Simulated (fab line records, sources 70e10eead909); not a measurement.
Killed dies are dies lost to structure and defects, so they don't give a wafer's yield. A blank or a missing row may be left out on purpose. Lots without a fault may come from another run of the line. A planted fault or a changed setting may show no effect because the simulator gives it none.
Chamber matching | flow nand_harc | NHARC_A_STAIRCASE_DESCUM_11 on rie_diel-12: 4 sister chambers
The step chemistry O2, time 3 s. 16 wafers are shown with their chamber, then 8 later ones without.

WAFERS WITH THEIR CHAMBER
wafer  | chamber | drypump_motor_current_A (A) | showerhead_plenum_p_Torr (Torr) | o2_flow_sccm (sccm)
L076.2 | 3       | 6.3                         | 1.88                            | 199.5
L076.3 | 2       | 6.3                         | 1.82                            | 200.5
L076.6 | 3       | 6.3                         | 1.88                            | 199.6
L079.1 | 3       | 6.2                         | 1.87                            | 200.3
L079.4 | 2       | 6.3                         | 1.82                            | 199.8
L079.5 | 0       | 5.7                         | 1.99                            | 200.7
L080.1 | 1       | 5.4                         | 2.06                            | 199.3
L080.2 | 0       | 5.7                         | 1.99                            | 199.6
L080.4 | 3       | 6.3                         | 1.87                            | 199.7
L081.2 | 2       | 6.3                         | 1.81                            | 200.5
L081.3 | 0       | 5.7                         | 1.99                            | 201.4
L081.4 | 3       | 6.3                         | 1.87                            | 200.4
L087.1 | 1       | 5.4                         | 2.05                            | 198.7
L087.5 | 3       | 6.3                         | 1.86                            | 199.9
L087.6 | 2       | 6.3                         | 1.81                            | 199.5
L088.2 | 3       | 6.3                         | 1.86                            | 199.9

SIGNATURES (means of the wafers above)
reading                  | chamber 0 | chamber 1 | chamber 2 | chamber 3 | scatter within a chamber
drypump_motor_current_A  | 5.700     | 5.400     | 6.300     | 6.286     | 0.0267
showerhead_plenum_p_Torr | 1.9900    | 2.0550    | 1.8150    | 1.8700    | 0.00677
o2_flow_sccm             | 200.567   | 199.000   | 200.075   | 199.900   | 0.524
Rule: a wafer's distance from a chamber is the root of the sum, over the readings, of the square of ((its reading less the chamber's mean) divided by the reading's scatter). The wafer belongs to the nearest chamber; if the next one is less than 2 further off, it can't be placed. The scatter: the root of (the sum of the squares of (reading less its chamber's mean) over the shown wafers, divided by (wafers less chambers)).

WAFERS WITHOUT THEIR CHAMBER
wafer  | drypump_motor_current_A (A) | showerhead_plenum_p_Torr (Torr) | o2_flow_sccm (sccm)
L088.3 | 5.7                         | 1.98                            | 199.1
L088.6 | 6.3                         | 1.81                            | 199.8
L091.2 | 5.4                         | 2.05                            | 199.4
L091.4 | 6.3                         | 1.81                            | 199.6
L091.5 | 5.4                         | 2.05                            | 200.2
L094.1 | 6.2                         | 1.86                            | 199.1
L094.2 | 5.4                         | 2.05                            | 199.8
L094.3 | 6.3                         | 1.80                            | 200.0

WHICH CHAMBER EACH WENT THROUGH
wafer  | from the rows above | in truth
L088.3 | 0                   | 0
L088.6 | 2                   | 2
L091.2 | 1                   | 1
L091.4 | 2                   | 2
L091.5 | 1                   | 1
L094.1 | 3                   | 3
L094.2 | 1                   | 1
L094.3 | 2                   | 2
Placed correctly: 8 of 8. Can't be placed from these rows: 0. Placed wrongly: 0.
